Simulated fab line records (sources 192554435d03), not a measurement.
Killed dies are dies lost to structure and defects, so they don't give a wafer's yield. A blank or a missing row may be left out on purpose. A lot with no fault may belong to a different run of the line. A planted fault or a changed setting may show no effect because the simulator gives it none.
Matching of chambers	flow n5-finfet	N5_BEOL_M0_SAQP_ILD_DEP_01 on pecvd-02: 3 sister chambers
The step deposits SiOC from DEMS/O2, target thk 45.419 nm, time 8.7 s. 6 wafers are shown with their chamber, then 9 later ones without.

== WAFERS WITH THEIR CHAMBER ==
wafer	chamber	showerhead-vpp-V (V)	throttle-valve-pct (%)
L084.1	2	1312	11.3
L084.2	1	1460	12.4
L084.3	0	1532	12.5
L086.3	0	1553	12.4
L086.4	2	1333	11.5
L086.6	1	1427	12.4

== WAFERS WITHOUT THEIR CHAMBER ==
wafer	showerhead-vpp-V (V)	throttle-valve-pct (%)
L087.1	1287	11.3
L087.2	1411	12.6
L087.5	1564	12.4
L095.1	1312	11.7
L095.2	1553	12.3
L095.3	1437	12.6
L097.2	1298	11.7
L097.4	1331	11.5
L097.5	1551	12.5

== EACH ONE'S CHAMBER ==
wafer	from the rows above	in truth
L087.1	2	2
L087.2	1	1
L087.5	0	0
L095.1	2	2
L095.2	0	0
L095.3	1	1
L097.2	2	2
L097.4	2	2
L097.5	0	0
Correct placement for 9 of the 9. Number that these rows cannot place: 0. Wrongly placed: 0.
How it was worked out, from the rows above alone: a wafer's distance from a chamber is the root of the sum, over the readings, of the square of ((its reading less the chamber's mean) divided by the reading's scatter). The wafer belongs to the nearest chamber; if the next one is less than 2 further off, it can't be placed. For every chamber, the mean is computed from those of its wafers that are shown. The scatter: the root of (the sum of the squares of (reading less its chamber's mean) over the shown wafers, divided by (wafers less chambers)).
